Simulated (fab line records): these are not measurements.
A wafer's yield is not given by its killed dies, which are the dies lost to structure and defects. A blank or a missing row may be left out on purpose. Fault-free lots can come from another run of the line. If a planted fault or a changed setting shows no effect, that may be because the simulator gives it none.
A lot that was struck, set against a sound lot	flow nand harc	19 steps out of a route of 1159
Sound: the wafers L645.2, L645.5, L645.6. Struck: wafers L653.4, L653.6 (left out: L653.5, a lot-mate that was not struck); the cause follows at the end.
At each step with rows: each side's tool, then ch and its chambers, then its first start. Under that, the readings that differ: sound wafers	struck wafers	difference of the means	sigmas: that difference in standard deviations of wafers without a fault.
alike: same words and numbers on both sides, and readings whose means sit less than 2 such deviations apart. not compared: any withheld reading, any reading some wafer has no value for, any bound like >300 that may hide the same value, and any number with overlapping values for which the record gives no deviation.
The two part at a step that has a row with sigmas, a row that says differs or no value, or rows on one side only. Non-overlapping numbers with no deviation appear without sigmas and do not part them. Lack of a reading on every wafer of one side parts them only where that side has two or more wafers.

first, 9 steps without rows for these wafers: NHARC_THIN_TSV_PVD_24 (deposits Al, target thk 800 nm); NHARC_THIN_TSV_DEHYDRATE_25 (time 120 s); NHARC_THIN_TSV_HMDS_26 (time 30 s); NHARC_THIN_TSV_COAT_27; NHARC_THIN_TSV_SOFTBAKE_28 (time 95 s); NHARC_THIN_TSV_EBR_29; NHARC_THIN_TSV_EXPOSE_30 (exposes mask PAD); NHARC_THIN_TSV_PEB_31 (peb time 85 s); NHARC_THIN_TSV_DEVELOP_32 (time 70 s).
NHARC_THIN_TSV_CD_MEAS_33: target cd 5000 nm.
  sound on cd sem-03 ch 0, day 19 00:09; struck on cd sem-02 ch 0, day 21 12:01
  alike: cd nm
then, 1 step without rows for these wafers: NHARC_THIN_TSV_HARDBAKE_34 (time 80 s).
NHARC_THIN_TSV_DESCUM_35: chemistry O2, time 3 s.
  sound on rie diel-12 ch 1,2, day 19 00:18; struck on rie diel-12 ch 1,2, day 21 12:13
  alike: drypump motor current A, oes product au, rf vpp V, showerhead plenum p Torr, throttle valve pct
  not compared: rf hours counter h
NHARC_THIN_TSV_ETCH_59: etches the open film in Cl2/BCl3, target depth 880 nm, time 138.1 s.
  sound on rie metal-02 ch 0,1, day 19 00:26; struck on rie metal-01 ch 0,1, day 21 12:24
reading	sound	struck	difference	sigmas
oes product au (a.u.)	1.004 0.996 0.999	1.425 1.442	+0.434	+55
  alike: bcl3 flow sccm, drypump motor current A, mfc cl2 sccm, throttle valve pct
  not compared: rf hours counter h
NHARC_THIN_TSV_ETCH_36: etches the open film in Cl2/BCl3, target depth 65 nm, time 18.571 s.
  sound on rie metal-02 ch 0,1, day 19 00:42; struck on rie metal-01 ch 0, day 21 12:36
reading	sound	struck	difference	sigmas
drypump motor current A (A)	4.7 4.7 5.6	6.0 6.0	+1.0	+2
  alike: oes product au
  not compared: rf hours counter h
NHARC_THIN_TSV_STRIP_56: strips in O2.
  sound on plasma asher-02 ch 0,1, day 19 00:50; struck on plasma asher-01 ch 0,1, day 21 12:46
reading	sound	struck	difference	sigmas
drypump motor current A (A)	5.8 5.8 5.8	5.2 5.0	-0.7	-2
  alike: heater power w
  not compared: rf hours counter h
then, 1 step without rows for these wafers: NHARC_THIN_TSV_STRIP_57 (strips in post etch residue remover, time 1200 s).
NHARC_THIN_TSV_CD_MEAS_37:
  struck on cd sem-03, day 21 13:29; sound on cd sem-01, day 19 01:35
reading	sound	struck	difference	sigmas
cd nm (nm)	5003.9 5004.9 5004.1	4975.5 4979.3	-26.9	-11
then, 1 step without rows for these wafers: NHARC_THIN_TSV_ANNEAL_58 (time 1800 s).
NHARC_END_SORT_01:
  sound on prober-01 ch 0, day 19 21:41; struck on prober-02 ch 0, day 22 01:53
  alike: defect limited yield, killed at array, killed at other, killed at periphery, killed dies, killed open, killed short, sort_bin_2_pct, sort_bin_3_pct, sort_bin_4_pct, sort n pass, sort rim yield pct, sort yield pct

## WHERE THEY PART
Last at NHARC_THIN_TSV_CD_MEAS_37 as far as this record goes, first at NHARC_THIN_TSV_ETCH_59. Later steps at which nothing parts them and some readings are alike: NHARC_END_SORT_01.

WHY: what the simulator had put in
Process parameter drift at NHARC_THIN_TSV_ETCH_59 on rie metal-01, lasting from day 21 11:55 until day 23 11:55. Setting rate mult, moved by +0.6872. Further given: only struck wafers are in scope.
